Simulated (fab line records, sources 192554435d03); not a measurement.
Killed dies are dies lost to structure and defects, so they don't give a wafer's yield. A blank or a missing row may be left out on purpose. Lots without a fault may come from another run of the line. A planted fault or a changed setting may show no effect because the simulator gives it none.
fab line records | flow n5_finfet
record lots=24 wafers=72 last_day=18
route steps=1938 shown BEOL_M8@1366 BEOL_M9@1435
lots that met no fault: from a run of the same line without faults
start_h: hours from the record's first day to the start of the lot's first wafer shown | wait_h: hours since the lot's step before | " the same as in the row above | L1.1+2: a row that stands for several wafers | - no value, or no start given | * or withheld: withheld | < > ~ a bound
route shown NAME@n: a module of which the file shows steps, and the number in the route of the first | usual: mean/standard deviation of fault-free wafers | same: alike in all rows | chamber/n: place in a boat | sites: the reading at each site | _std_site: their standard deviation | _edge_site: outer sites' mean less inner sites' | radius_mm: how far each site lies from the wafer's centre | mask NAME#n: copy n | behind: the tool/chamber that last shaped the wafer | hold: why the lot was held/for how many hours/how that ended | device: the transistor (n, p or np) that didn't switch | end of line: the same wafers' tests at the end of the route | a step without rows: its recipe alone | killed: dies lost to structure and defects at the first sort, not the wafer's yield | map: a wafer's dies, x killed, . not, _ none there
set.NAME: the setting as run; set.NAME@STEP: as run at that earlier step | model.NAME: the simulator's own value behind a step, which no gauge read
steps of the route over a sample of lots; a table a step, a row a wafer
services: from which hour (start_h, from the record's first day; less than 0 if before it) a tool's chamber was out of use, for how many hours, and why
## steps
# step N5_BEOL_M8_OVL_MEAS_29
# recipe points_per_wafer=522
# usual V7_OVL=0.1/0.76
# columns lot.wafer tool chamber start_h wait_h V7_OVL[nm]
L074.4 overlay-01 0 211.95 0.0 1.4
L074.5 " 0 " " 0.0
L074.6 " 0 " " 2.0
L075.2 overlay-02 0 218.09 0.0 -1.8
L075.4 " 0 " " -1.4
L075.6 " 0 " " -1.2
L077.1 overlay-01 0 219.04 0.0 -0.1
L077.2 " 0 " " 0.3
L077.5 " 0 " " -0.9
L076.2 overlay-01 0 222.50 0.0 -0.3
L076.3 " 0 " " 0.4
L076.5 " 0 " " 0.4
L079.3 overlay-02 0 248.53 0.0 0.0
L079.4 " 0 " " 0.2
L079.5 " 0 " " -0.9
L078.2 overlay-02 0 248.57 0.0 0.3
L078.5 " 0 " " 0.6
L078.6 " 0 " " -0.1
L082.1 overlay-02 0 261.46 0.0 0.9
L082.3 " 0 " " 0.5
L082.5 " 0 " " 1.0
L080.2 overlay-01 0 261.51 0.0 1.3
L080.5 " 0 " " 0.1
L080.6 " 0 " " 1.4
L081.2 overlay-02 0 262.37 0.0 0.4
L081.4 " 0 " " 0.9
L081.5 " 0 " " 0.7
L085.1 overlay-01 0 271.14 0.0 -0.9
L085.2 " 0 " " 0.5
L085.6 " 0 " " 1.3
L083.1 overlay-02 0 276.84 0.0 -1.0
L083.3 " 0 " " -0.8
L083.4 " 0 " " -0.1
L087.3 overlay-02 0 280.86 0.0 -0.7
L087.4 " 0 " " -0.4
L087.5 " 0 " " -0.1
L084.2 overlay-02 0 280.94 0.0 1.3
L084.4 " 0 " " 0.0
L084.6 " 0 " " 0.2
L086.3 overlay-01 0 282.62 0.0 0.8
L086.4 " 0 " " 1.4
L086.5 " 0 " " 1.5
L088.2 overlay-01 0 292.26 0.0 -0.8
L088.4 " 0 " " -0.4
L088.5 " 0 " " 0.0
L089.2 overlay-02 0 298.31 0.0 0.3
L089.3 " 0 " " 0.3
L089.5 " 0 " " -0.4
L090.3 overlay-02 0 312.86 0.0 -0.4
L090.4 " 0 " " 0.5
L090.5 " 0 " " -0.4
L092.1 overlay-02 0 322.67 0.0 1.0
L092.2 " 0 " " 0.6
L092.3 " 0 " " 0.5
L091.1 overlay-02 0 322.84 0.0 -0.8
L091.2 " 0 " " 0.4
L091.3 " 0 " " -0.7
L093.2 overlay-02 0 331.23 0.0 1.0
L093.3 " 0 " " -0.1
L093.4 " 0 " " 2.0
L094.1 overlay-02 0 338.55 0.0 1.0
L094.5 " 0 " " 0.8
L094.6 " 0 " " -0.3
L097.2 overlay-01 0 349.47 0.0 0.5
L097.4 " 0 " " -0.1
L097.5 " 0 " " -0.5
L096.1 overlay-01 0 353.77 0.0 -0.4
L096.2 " 0 " " -0.3
L096.4 " 0 " " 0.1
L095.2 overlay-01 0 353.96 0.0 -0.9
L095.3 " 0 " " 0.2
L095.4 " 0 " " -0.4
# step N5_BEOL_M8_ETCH_72
# recipe chemistry=N2/H2 target=underlayer target_depth_a=65 mask_material=CAR-EUV time_s=5.2 ion_energy_ev=200 pressure_mtorr=30 source_w=840 bias_w=150 n2_flow_sccm=200 h2_flow_sccm=200 ends=cleared
# usual drypump_motor_current_A=5.6/0.51 etch_rf_on_time_s=5.30/0.13 oes_product_au=0.66/0.043 rf_vpp_V=523.1/2.4 showerhead_plenum_p_Torr=2.52/0.073 throttle_valve_pct=17.85/0.26
# columns lot.wafer tool chamber start_h wait_h drypump_motor_current_A etch_rf_on_time_s oes_product_au rf_hours_counter_h rf_vpp_V showerhead_plenum_p_Torr throttle_valve_pct
L074.4 rie_diel-06 3 212.06 0.0 6.6 5.21 0.68 102 522.4 2.57 18.11
L074.5 " 0 " " 6.2 5.24 0.74 - 525.1 2.48 17.82
L074.6 " 1 " " 4.8 5.25 0.62 - 520.5 2.41 17.90
L075.2 rie_diel-02 0 218.21 0.0 5.4 5.37 0.61 167 522.4 2.53 18.07
L075.4 " 1 " " 5.1 5.42 0.70 51 522.7 2.48 17.93
L075.6 " 0 " " 5.4 5.41 0.61 - 523.3 2.53 18.06
L077.1 rie_diel-06 2 219.17 0.0 5.4 5.54 0.67 108 521.2 2.45 17.69
L077.2 " 0 " " 6.3 5.16 0.73 49 521.7 2.48 17.80
L077.5 " 1 " " 4.9 5.20 0.62 - 519.5 2.41 17.91
L076.2 rie_diel-03 1 222.75 0.0 6.1 5.33 0.74 56 525.9 2.59 17.56
L076.3 " 0 " " 5.5 5.23 0.69 87 527.2 2.68 17.32
L076.5 " 1 " " 6.2 5.37 0.73 - 524.5 2.59 17.58
L079.3 rie_diel-06 0 248.65 0.0 6.2 5.27 0.69 60 520.6 2.47 17.86
L079.4 " 3 " " 6.6 5.14 0.67 113 523.3 2.57 18.15
L079.5 " 2 " " 5.4 5.54 0.66 - 520.8 2.44 17.72
L078.2 rie_diel-03 3 249.01 0.0 6.0 5.16 0.64 156 523.1 2.53 17.74
L078.5 " 0 " " 5.5 5.23 0.69 - 527.3 2.67 17.33
L078.6 " 3 " " 6.0 5.12 0.63 - 524.6 2.53 17.76
L082.1 rie_diel-02 1 261.87 0.0 5.0 5.49 0.69 68 519.9 2.47 17.93
L082.3 " 2 " " 5.1 5.10 0.72 57 521.9 2.48 18.20
L082.5 " 1 " " 5.1 5.44 0.69 - 520.5 2.47 17.94
L080.2 rie_diel-02 1 262.40 0.0 5.1 5.44 0.69 68 521.6 2.47 17.96
L080.5 " 0 " " 5.4 5.41 0.60 - 522.4 2.53 18.11
L080.6 " 3 " " 5.4 5.40 0.63 - 525.9 2.64 17.87
L081.2 rie_diel-06 3 262.77 0.0 6.6 5.17 0.66 118 523.9 2.57 18.16
L081.4 " 0 " " 6.2 5.24 0.71 65 522.3 2.47 17.84
L081.5 " 1 " " 4.8 5.26 0.60 - 523.5 2.41 17.90
L085.1 rie_diel-02 0 271.26 0.0 5.4 5.43 0.59 187 523.3 2.53 18.08
L085.2 " 1 " " 5.0 5.48 0.68 71 520.9 2.47 17.95
L085.6 " 1 " " 5.0 5.49 0.68 - 522.3 2.47 17.92
L083.1 rie_diel-02 2 276.96 0.0 5.2 5.12 0.73 63 522.3 2.48 18.20
L083.3 " 3 " " 5.4 5.33 0.63 180 526.8 2.64 17.86
L083.4 " 0 " " 5.4 5.48 0.59 189 523.5 2.52 18.09
L087.3 rie_diel-02 2 281.25 0.0 5.1 5.12 0.72 65 521.7 2.48 18.19
L087.4 " 1 " " 5.1 5.49 0.66 76 522.1 2.47 17.97
L087.5 " 2 " " 5.1 5.17 0.71 - 521.4 2.48 18.19
L084.2 rie_diel-03 0 281.29 0.0 5.5 5.19 0.68 107 527.0 2.67 17.31
L084.4 " 1 " " 6.1 5.33 0.72 76 522.5 2.58 17.62
L084.6 " 1 " " 6.1 5.31 0.70 - 524.8 2.58 17.63
L086.3 rie_diel-06 3 282.73 0.0 6.6 5.19 0.65 124 523.7 2.56 18.18
L086.4 " 1 " " 4.9 5.18 0.61 - 521.8 2.40 17.92
L086.5 " 0 " " 6.2 5.20 0.71 - 521.4 2.47 17.86
L088.2 rie_diel-03 2 292.38 0.0 5.6 5.27 0.69 69 523.5 2.57 17.37
L088.4 " 1 " " 6.1 5.38 0.70 80 526.2 2.58 17.62
L088.5 " 1 " " 6.1 5.35 0.70 - 525.0 2.58 17.61
L089.2 rie_diel-02 0 298.43 0.0 5.4 5.47 0.59 197 522.3 2.52 18.14
L089.3 " 2 " " 5.1 5.16 0.71 71 523.4 2.48 18.22
L089.5 " 2 " " 5.1 5.20 0.71 - 520.9 2.48 18.18
L090.3 rie_diel-02 1 313.50 0.0 5.1 5.53 0.67 87 521.3 2.47 17.95
L090.4 " 3 " " 5.4 5.42 0.61 192 526.0 2.63 17.88
L090.5 " 3 " " 5.4 5.43 0.61 - 525.7 2.63 17.91
L092.1 rie_diel-02 2 322.82 0.0 5.2 5.10 0.72 79 521.3 2.47 18.22
L092.2 " 0 " " 5.4 5.38 0.58 205 524.3 2.52 18.13
L092.3 " 3 " " 5.4 5.40 0.62 195 528.2 2.63 17.90
L091.1 rie_diel-06 2 323.16 0.0 5.5 5.55 0.64 143 522.0 2.44 17.73
L091.2 " 3 " " 6.6 5.14 0.64 137 525.3 2.56 18.18
L091.3 " 0 " " 6.2 5.29 0.69 85 520.3 2.46 17.85
L093.2 rie_diel-06 1 331.98 0.0 4.9 5.20 0.60 216 521.0 2.40 17.99
L093.3 " 0 " " 6.3 5.30 0.69 88 521.7 2.46 17.91
L093.4 " 2 " " 5.4 5.49 0.63 146 519.7 2.43 17.76
L094.1 rie_diel-03 0 339.00 0.0 5.5 5.17 0.67 128 527.3 2.66 17.38
L094.5 " 3 " " 6.0 5.15 0.61 - 520.9 2.52 17.84
L094.6 " 2 " " 5.6 5.30 0.66 - 523.8 2.56 17.40
L097.2 rie_diel-06 3 349.59 0.0 6.6 5.12 0.64 145 524.5 2.55 18.20
L097.4 " 2 " " 5.5 5.51 0.64 152 521.9 2.43 17.77
L097.5 " 3 " " 6.6 5.12 0.65 - 523.2 2.55 18.20
L096.1 rie_diel-03 1 354.25 0.0 6.2 5.34 0.69 102 524.4 2.57 17.68
L096.2 " 3 " " 6.0 5.19 0.61 190 521.8 2.52 17.86
L096.4 " 2 " " 5.6 5.22 0.67 91 523.8 2.56 17.40
L095.2 rie_diel-03 1 354.64 0.0 6.1 5.43 0.68 102 524.1 2.57 17.68
L095.3 " 0 " " 5.5 5.19 0.65 133 528.0 2.66 17.36
L095.4 " 3 " " 6.0 5.16 0.61 190 524.1 2.52 17.82
# step N5_BEOL_M8_ETCH_66
# recipe chemistry=N2/H2 target=SOC target_depth_a=800 overetch_a=160 mask_material=SiARC temp_c=40 time_s=120 ion_energy_ev=200 pressure_mtorr=30 source_w=840 bias_w=150 n2_flow_sccm=200 h2_flow_sccm=200
# usual drypump_motor_current_A=5.6/0.51 oes_product_au=0.60/0.039 rf_vpp_V=523.3/2.1 showerhead_plenum_p_Torr=2.52/0.073 throttle_valve_pct=17.81/0.26
# columns lot.wafer tool chamber start_h wait_h drypump_motor_current_A oes_product_au rf_hours_counter_h rf_vpp_V showerhead_plenum_p_Torr throttle_valve_pct
L074.4 rie_diel-06 3 212.10 0.0 6.6 0.60 102 526.1 2.57 18.08
L074.5 " 0 " " 6.2 0.65 - 520.7 2.48 17.75
L074.6 " 1 " " 4.9 0.57 - 521.6 2.41 17.86
L075.2 rie_diel-02 0 218.25 0.0 5.4 0.55 167 524.4 2.53 18.05
L075.4 " 1 " " 5.0 0.65 51 522.5 2.48 17.86
L075.6 " 0 " " 5.4 0.56 - 523.5 2.53 18.04
L077.1 rie_diel-06 2 219.21 0.0 5.4 0.62 108 520.5 2.45 17.66
L077.2 " 0 " " 6.3 0.65 49 522.0 2.48 17.78
L077.5 " 1 " " 4.8 0.56 - 520.8 2.41 17.86
L076.2 rie_diel-03 1 222.79 0.0 6.1 0.67 56 525.3 2.59 17.53
L076.3 " 0 " " 5.4 0.63 87 526.7 2.68 17.26
L076.5 " 1 " " 6.1 0.67 - 524.2 2.59 17.55
L079.3 rie_diel-06 0 248.69 0.0 6.3 0.64 60 522.5 2.47 17.78
L079.4 " 3 " " 6.6 0.60 113 526.9 2.57 18.09
L079.5 " 2 " " 5.4 0.61 - 520.1 2.45 17.68
L078.2 rie_diel-03 3 249.05 0.0 6.0 0.56 156 525.0 2.53 17.74
L078.5 " 0 " " 5.4 0.62 - 527.5 2.67 17.28
L078.6 " 3 " " 6.0 0.56 - 523.8 2.53 17.74
L082.1 rie_diel-02 1 261.91 0.0 5.0 0.63 68 521.8 2.47 17.88
L082.3 " 2 " " 5.1 0.66 57 523.1 2.48 18.15
L082.5 " 1 " " 5.0 0.63 - 522.7 2.47 17.90
L080.2 rie_diel-02 1 262.44 0.0 5.1 0.63 68 523.2 2.47 17.87
L080.5 " 0 " " 5.4 0.55 - 524.4 2.53 18.06
L080.6 " 3 " " 5.4 0.58 - 526.7 2.64 17.85
L081.2 rie_diel-06 3 262.81 0.0 6.6 0.59 118 524.7 2.57 18.11
L081.4 " 0 " " 6.2 0.65 65 520.9 2.47 17.79
L081.5 " 1 " " 4.8 0.55 - 519.7 2.41 17.90
L085.1 rie_diel-02 0 271.31 0.0 5.4 0.55 187 522.6 2.53 18.07
L085.2 " 1 " " 5.1 0.62 71 522.0 2.47 17.91
L085.6 " 1 " " 5.1 0.63 - 522.7 2.47 17.90
L083.1 rie_diel-02 2 277.01 0.0 5.1 0.65 63 520.2 2.48 18.14
L083.3 " 3 " " 5.4 0.57 180 526.3 2.64 17.85
L083.4 " 0 " " 5.4 0.54 189 524.0 2.52 18.09
L087.3 rie_diel-02 2 281.29 0.0 5.1 0.64 65 522.5 2.48 18.15
L087.4 " 1 " " 5.1 0.62 76 521.4 2.47 17.92
L087.5 " 2 " " 5.1 0.65 - 521.4 2.48 18.14
L084.2 rie_diel-03 0 281.34 0.0 5.5 0.61 107 526.2 2.67 17.30
L084.4 " 1 " " 6.1 0.65 76 525.1 2.58 17.58
L084.6 " 1 " " 6.2 0.65 - 525.5 2.58 17.57
L086.3 rie_diel-06 3 282.78 0.0 6.6 0.59 124 524.3 2.56 18.12
L086.4 " 1 " " 4.9 0.55 - 520.9 2.40 17.90
L086.5 " 0 " " 6.2 0.63 - 522.4 2.47 17.82
L088.2 rie_diel-03 2 292.43 0.0 5.6 0.63 69 525.0 2.57 17.33
L088.4 " 1 " " 6.1 0.65 80 524.0 2.58 17.59
L088.5 " 1 " " 6.1 0.65 - 523.6 2.58 17.58
L089.2 rie_diel-02 0 298.47 0.0 5.4 0.54 197 521.6 2.52 18.09
L089.3 " 2 " " 5.1 0.64 71 521.9 2.48 18.16
L089.5 " 2 " " 5.1 0.65 - 521.4 2.48 18.16
L090.3 rie_diel-02 1 313.55 0.0 5.1 0.61 87 523.1 2.47 17.91
L090.4 " 3 " " 5.4 0.56 192 527.2 2.63 17.85
L090.5 " 3 " " 5.4 0.56 - 526.5 2.63 17.88
L092.1 rie_diel-02 2 322.87 0.0 5.1 0.63 79 522.3 2.47 18.18
L092.2 " 0 " " 5.4 0.54 205 522.1 2.52 18.12
L092.3 " 3 " " 5.4 0.57 195 526.4 2.63 17.87
L091.1 rie_diel-06 2 323.21 0.0 5.4 0.60 143 520.2 2.44 17.71
L091.2 " 3 " " 6.6 0.58 137 523.9 2.56 18.11
L091.3 " 0 " " 6.2 0.62 85 523.1 2.46 17.83
L093.2 rie_diel-06 1 332.02 0.0 4.8 0.54 216 521.0 2.40 17.93
L093.3 " 0 " " 6.3 0.62 88 521.5 2.46 17.83
L093.4 " 2 " " 5.5 0.60 146 521.5 2.43 17.73
L094.1 rie_diel-03 0 339.04 0.0 5.5 0.60 128 527.8 2.66 17.34
L094.5 " 3 " " 6.0 0.55 - 523.2 2.52 17.77
L094.6 " 2 " " 5.6 0.61 - 524.6 2.56 17.36
L097.2 rie_diel-06 3 349.63 0.0 6.6 0.57 145 524.6 2.55 18.17
L097.4 " 2 " " 5.4 0.59 152 521.0 2.43 17.73
L097.5 " 3 " " 6.6 0.57 - 524.5 2.55 18.13
L096.1 rie_diel-03 1 354.29 0.0 6.1 0.63 102 524.6 2.57 17.63
L096.2 " 3 " " 6.0 0.54 190 521.6 2.52 17.79
L096.4 " 2 " " 5.6 0.61 91 525.2 2.56 17.37
L095.2 rie_diel-03 1 354.69 0.0 6.1 0.63 102 523.5 2.57 17.64
L095.3 " 0 " " 5.5 0.59 133 527.4 2.66 17.33
L095.4 " 3 " " 6.0 0.54 190 524.3 2.52 17.79
# step N5_BEOL_M8_VIA_ETCH_34
# recipe chemistry=C4F6/O2 target=SiCOH_lowk target_depth_a=1255 mask_material=SOC taper_deg=4 time_s=50.5 ion_energy_ev=250 pressure_mtorr=30 source_w=345 bias_w=185 Ar_flow_sccm=300 C4F6_flow_sccm=10 O2_flow_sccm=10
# usual O2_flow_sccm=10.002/0.029 drypump_motor_current_A=5.6/0.51 oes_o_777_au=0.77/0.054 oes_product_au=0.77/0.053 rf_vpp_V=664/14 showerhead_plenum_p_Torr=2.83/0.071 throttle_valve_pct=20.93/0.24
# columns lot.wafer tool chamber start_h wait_h O2_flow_sccm drypump_motor_current_A oes_o_777_au oes_product_au rf_hours_counter_h rf_vpp_V showerhead_plenum_p_Torr throttle_valve_pct
L074.4 rie_diel-06 3 212.20 0.0 10.002 6.6 0.80 0.79 102 667 2.88 21.11
L074.5 " 0 " " 9.984 6.2 0.84 0.85 - 656 2.80 21.09
L074.6 " 1 " " 9.984 4.9 0.74 0.73 - 686 2.72 21.03
L075.2 rie_diel-02 0 218.35 0.0 9.987 5.4 0.69 0.72 167 662 2.84 21.10
L075.4 " 1 " " 10.018 5.0 0.81 0.84 52 664 2.81 21.09
L075.6 " 0 " " 9.976 5.4 0.69 0.71 - 662 2.84 21.12
L077.1 rie_diel-06 2 219.31 0.0 10.005 5.4 0.79 0.79 108 665 2.77 20.95
L077.2 " 0 " " 9.986 6.2 0.83 0.86 49 654 2.80 21.10
L077.5 " 1 " " 9.992 4.8 0.74 0.73 - 688 2.72 21.02
L076.2 rie_diel-03 1 222.90 0.0 10.012 6.2 0.86 0.87 56 690 2.90 20.69
L076.3 " 0 " " 9.985 5.5 0.82 0.82 87 678 2.97 20.31
L076.5 " 1 " " 10.013 6.1 0.86 0.86 - 689 2.90 20.69
L079.3 rie_diel-06 0 248.79 0.0 9.983 6.3 0.82 0.84 60 654 2.79 21.12
L079.4 " 3 " " 9.996 6.6 0.79 0.77 113 667 2.87 21.13
L079.5 " 2 " " 10.046 5.4 0.78 0.77 - 666 2.76 20.95
L078.2 rie_diel-03 3 249.15 0.0 10.017 6.0 0.73 0.74 156 659 2.83 20.62
L078.5 " 0 " " 9.958 5.5 0.81 0.81 - 676 2.97 20.32
L078.6 " 3 " " 10.015 6.0 0.72 0.73 - 658 2.83 20.62
L082.1 rie_diel-02 1 262.01 0.0 9.987 5.1 0.78 0.80 68 664 2.80 21.09
L082.3 " 2 " " 9.978 5.1 0.87 0.87 57 638 2.77 21.11
L082.5 " 1 " " 10.002 5.0 0.78 0.81 - 664 2.80 21.10
L080.2 rie_diel-02 1 262.54 0.0 10.073 5.0 0.79 0.81 68 665 2.80 21.11
L080.5 " 0 " " 10.011 5.4 0.68 0.69 - 661 2.84 21.13
L080.6 " 3 " " 10.009 5.4 0.75 0.74 - 660 2.94 20.97
L081.2 rie_diel-06 3 262.91 0.0 9.987 6.6 0.78 0.77 118 666 2.87 21.14
L081.4 " 0 " " 10.028 6.2 0.81 0.83 65 655 2.79 21.10
L081.5 " 1 " " 9.997 4.8 0.73 0.72 - 688 2.71 21.04
L085.1 rie_diel-02 0 271.41 0.0 9.925 5.4 0.67 0.70 187 660 2.84 21.13
L085.2 " 1 " " 9.983 5.0 0.78 0.80 71 663 2.80 21.11
L085.6 " 1 " " 10.023 5.1 0.78 0.80 - 664 2.80 21.10
L083.1 rie_diel-02 2 277.11 0.0 9.968 5.1 0.87 0.86 63 639 2.77 21.11
L083.3 " 3 " " 9.959 5.4 0.74 0.73 180 659 2.94 20.99
L083.4 " 0 " " 9.974 5.4 0.68 0.70 189 661 2.83 21.15
L087.3 rie_diel-02 2 281.39 0.0 9.983 5.1 0.86 0.85 65 638 2.77 21.10
L087.4 " 1 " " 9.990 5.0 0.77 0.80 76 663 2.80 21.13
L087.5 " 2 " " 10.055 5.1 0.86 0.85 - 637 2.77 21.13
L084.2 rie_diel-03 0 281.44 0.0 10.019 5.4 0.80 0.79 107 677 2.96 20.34
L084.4 " 1 " " 10.025 6.2 0.84 0.83 76 689 2.89 20.71
L084.6 " 1 " " 9.998 6.1 0.83 0.84 - 688 2.89 20.73
L086.3 rie_diel-06 3 282.88 0.0 10.023 6.6 0.78 0.76 125 667 2.87 21.13
L086.4 " 1 " " 10.053 4.8 0.73 0.71 - 688 2.71 21.04
L086.5 " 0 " " 9.975 6.2 0.80 0.82 - 654 2.79 21.10
L088.2 rie_diel-03 2 292.53 0.0 9.952 5.6 0.81 0.82 69 659 2.89 20.58
L088.4 " 1 " " 10.005 6.1 0.83 0.83 80 688 2.89 20.73
L088.5 " 1 " " 10.005 6.1 0.83 0.83 - 690 2.89 20.73
L089.2 rie_diel-02 0 298.57 0.0 10.003 5.4 0.67 0.68 197 660 2.83 21.15
L089.3 " 2 " " 10.017 5.1 0.86 0.83 71 637 2.77 21.11
L089.5 " 2 " " 9.970 5.1 0.86 0.83 - 638 2.77 21.13
L090.3 rie_diel-02 1 313.65 0.0 9.999 5.1 0.76 0.78 87 664 2.79 21.11
L090.4 " 3 " " 9.988 5.4 0.73 0.71 192 660 2.93 20.97
L090.5 " 3 " " 9.998 5.4 0.73 0.72 - 658 2.94 20.98
L092.1 rie_diel-02 2 322.97 0.0 10.000 5.1 0.84 0.82 79 638 2.76 21.13
L092.2 " 0 " " 10.038 5.4 0.67 0.67 205 661 2.83 21.17
L092.3 " 3 " " 9.992 5.4 0.74 0.71 195 659 2.93 20.99
L091.1 rie_diel-06 2 323.31 0.0 10.021 5.4 0.76 0.75 143 666 2.75 20.98
L091.2 " 3 " " 9.961 6.6 0.76 0.75 137 665 2.86 21.16
L091.3 " 0 " " 10.016 6.2 0.80 0.80 85 653 2.78 21.12
L093.2 rie_diel-06 1 332.12 0.0 9.972 4.8 0.71 0.69 216 687 2.70 21.09
L093.3 " 0 " " 10.000 6.2 0.79 0.80 88 654 2.78 21.14
L093.4 " 2 " " 10.001 5.4 0.76 0.75 146 666 2.75 20.98
L094.1 rie_diel-03 0 339.14 0.0 10.009 5.4 0.78 0.78 128 676 2.95 20.37
L094.5 " 3 " " 10.016 5.9 0.70 0.72 - 658 2.82 20.65
L094.6 " 2 " " 10.037 5.6 0.79 0.80 - 659 2.88 20.61
L097.2 rie_diel-06 3 349.74 0.0 9.983 6.6 0.76 0.74 145 666 2.86 21.20
L097.4 " 2 " " 10.057 5.4 0.75 0.75 152 665 2.75 21.00
L097.5 " 3 " " 9.966 6.6 0.76 0.73 - 666 2.86 21.16
L096.1 rie_diel-03 1 354.39 0.0 10.007 6.2 0.81 0.81 102 688 2.88 20.76
L096.2 " 3 " " 9.994 6.0 0.70 0.71 190 658 2.81 20.66
L096.4 " 2 " " 9.941 5.6 0.79 0.79 91 659 2.88 20.61
L095.2 rie_diel-03 1 354.79 0.0 9.970 6.1 0.81 0.82 102 687 2.88 20.75
L095.3 " 0 " " 10.011 5.5 0.78 0.77 133 675 2.95 20.39
L095.4 " 3 " " 10.027 6.0 0.70 0.70 191 656 2.81 20.66
# step N5_BEOL_M8_CD_MEAS_35
# recipe target_cd_nm=40 polarity=opening
# usual cd_nm=40.2/0.61
# columns lot.wafer tool chamber start_h wait_h cd_nm
L074.4 cd_sem-01 - 212.63 0.0 40.4
L074.5 " - " " 41.7
L074.6 " - " " 40.8
L075.2 cd_sem-02 - 218.76 0.0 40.5
L075.4 " - " " 39.0
L075.6 " - " " 40.1
L077.1 cd_sem-02 - 219.78 0.0 39.7
L077.2 " - " " 39.9
L077.5 " - " " 39.2
L076.2 cd_sem-03 - 223.30 0.0 39.8
L076.3 " - " " 39.5
L076.5 " - " " 40.0
L079.3 cd_sem-01 - 249.20 0.0 40.2
L079.4 " - " " 39.9
L079.5 " - " " 40.3
L078.2 cd_sem-02 - 249.55 0.0 39.9
L078.5 " - " " 40.8
L078.6 " - " " 39.6
L082.1 cd_sem-01 - 262.42 0.0 39.2
L082.3 " - " " 40.8
L082.5 " - " " 39.7
L080.2 cd_sem-03 - 262.95 0.0 40.8
L080.5 " - " " 41.7
L080.6 " - " " 40.7
L081.2 cd_sem-02 - 263.32 0.0 39.9
L081.4 " - " " 40.5
L081.5 " - " " 39.9
L085.1 cd_sem-01 - 271.81 0.0 39.9
L085.2 " - " " 39.2
L085.6 " - " " 40.2
L083.1 cd_sem-02 - 277.51 0.0 41.0
L083.3 " - " " 40.9
L083.4 " - " " 40.5
L087.3 cd_sem-03 - 281.80 0.0 40.9
L087.4 " - " " 40.6
L087.5 " - " " 40.2
L084.2 cd_sem-01 - 281.85 0.0 39.9
L084.4 " - " " 40.2
L084.6 " - " " 40.6
L086.3 cd_sem-03 - 283.28 0.0 40.2
L086.4 " - " " 39.9
L086.5 " - " " 40.8
L088.2 cd_sem-01 - 292.93 0.0 39.9
L088.4 " - " " 39.6
L088.5 " - " " 39.9
L089.2 cd_sem-02 - 298.98 0.0 40.0
L089.3 " - " " 39.7
L089.5 " - " " 39.3
L090.3 cd_sem-03 - 314.05 0.0 40.2
L090.4 " - " " 38.9
L090.5 " - " " 40.2
L092.1 cd_sem-02 - 323.37 0.0 40.6
L092.2 " - " " 39.4
L092.3 " - " " 40.2
L091.1 cd_sem-01 - 323.71 0.0 41.3
L091.2 " - " " 40.5
L091.3 " - " " 40.8
L093.2 cd_sem-01 - 332.53 0.0 40.9
L093.3 " - " " 39.9
L093.4 " - " " 41.4
L094.1 cd_sem-02 - 339.54 0.0 41.2
L094.5 " - " " 40.0
L094.6 " - " " 40.5
L097.2 cd_sem-03 - 350.14 0.0 40.5
L097.4 " - " " 40.9
L097.5 " - " " 39.4
L096.1 cd_sem-02 - 354.79 0.0 40.3
L096.2 " - " " 40.7
L096.4 " - " " 40.6
L095.2 cd_sem-03 - 355.20 0.0 41.2
L095.3 " - " " 39.4
L095.4 " - " " 40.8
# step N5_BEOL_M9_OVL_MEAS_29
# recipe points_per_wafer=522
# usual V8_OVL=-0.3/0.62
# columns lot.wafer tool chamber start_h wait_h V8_OVL[nm]
L074.4 overlay-02 0 218.81 0.0 0.1
L074.5 " 0 " " 0.0
L074.6 " 0 " " 0.4
L075.2 overlay-02 0 224.50 0.0 -0.8
L075.4 " 0 " " -1.5
L075.6 " 0 " " -1.1
L077.1 overlay-02 0 228.58 0.0 -0.7
L077.2 " 0 " " -0.6
L077.5 " 0 " " -0.2
L076.2 overlay-02 0 231.93 0.0 -1.2
L076.3 " 0 " " 1.1
L076.5 " 0 " " -0.4
L079.3 overlay-01 0 261.40 0.0 0.2
L079.4 " 0 " " 0.0
L079.5 " 0 " " 0.4
L078.2 overlay-02 0 261.55 0.0 -0.4
L078.5 " 0 " " 0.4
L078.6 " 0 " " -1.2
L082.1 overlay-02 0 268.55 0.0 -0.9
L082.3 " 0 " " 1.1
L082.5 " 0 " " -0.4
L080.2 overlay-02 0 270.29 0.0 0.6
L080.5 " 0 " " -0.3
L080.6 " 0 " " 0.5
L081.2 overlay-02 0 270.64 0.0 -0.9
L081.4 " 0 " " -0.1
L081.5 " 0 " " 0.3
L085.1 overlay-02 0 278.71 0.0 -0.5
L085.2 " 0 " " 0.2
L085.6 " 0 " " -0.4
L083.1 overlay-02 0 283.46 0.0 0.5
L083.3 " 0 " " -1.1
L083.4 " 0 " " -0.3
L087.3 overlay-02 0 287.18 0.0 -1.1
L087.4 " 0 " " 0.1
L087.5 " 0 " " -1.2
L086.3 overlay-02 0 292.31 0.0 0.0
L086.4 " 0 " " 0.0
L086.5 " 0 " " -0.5
L084.2 overlay-02 0 292.47 0.0 -0.3
L084.4 " 0 " " -1.2
L084.6 " 0 " " -1.5
L088.2 overlay-02 0 301.42 0.0 -1.3
L088.4 " 0 " " -0.8
L088.5 " 0 " " 0.5
L089.2 overlay-01 0 305.30 0.0 -1.2
L089.3 " 0 " " 0.4
L089.5 " 0 " " -0.4
L090.3 overlay-02 0 322.44 0.0 -0.6
L090.4 " 0 " " 1.0
L090.5 " 0 " " -0.9
L092.1 overlay-01 0 331.06 0.0 0.3
L092.2 " 0 " " 0.0
L092.3 " 0 " " -1.0
L091.1 overlay-01 0 331.26 0.0 -0.9
L091.2 " 0 " " -0.9
L091.3 " 0 " " -1.6
L093.2 overlay-02 0 340.58 0.0 -0.1
L093.3 " 0 " " -0.4
L093.4 " 0 " " -0.2
L094.1 overlay-01 0 349.39 0.0 0.0
L094.5 " 0 " " -0.1
L094.6 " 0 " " 0.3
L097.2 overlay-01 0 358.49 0.0 -0.6
L097.4 " 0 " " -1.0
L097.5 " 0 " " -1.0
L096.1 overlay-01 0 363.32 0.0 -0.3
L096.2 " 0 " " -0.2
L096.4 " 0 " " 0.4
L095.2 overlay-02 0 363.68 0.0 0.8
L095.3 " 0 " " -0.4
L095.4 " 0 " " 0.5
## services
# columns tool chamber start_h hours kind
rie_diel-06 3 237.05 5.0 repair
rie_diel-03 3 307.60 7.1 repair
rie_diel-02 3 335.50 4.8 repair
## key
fault none
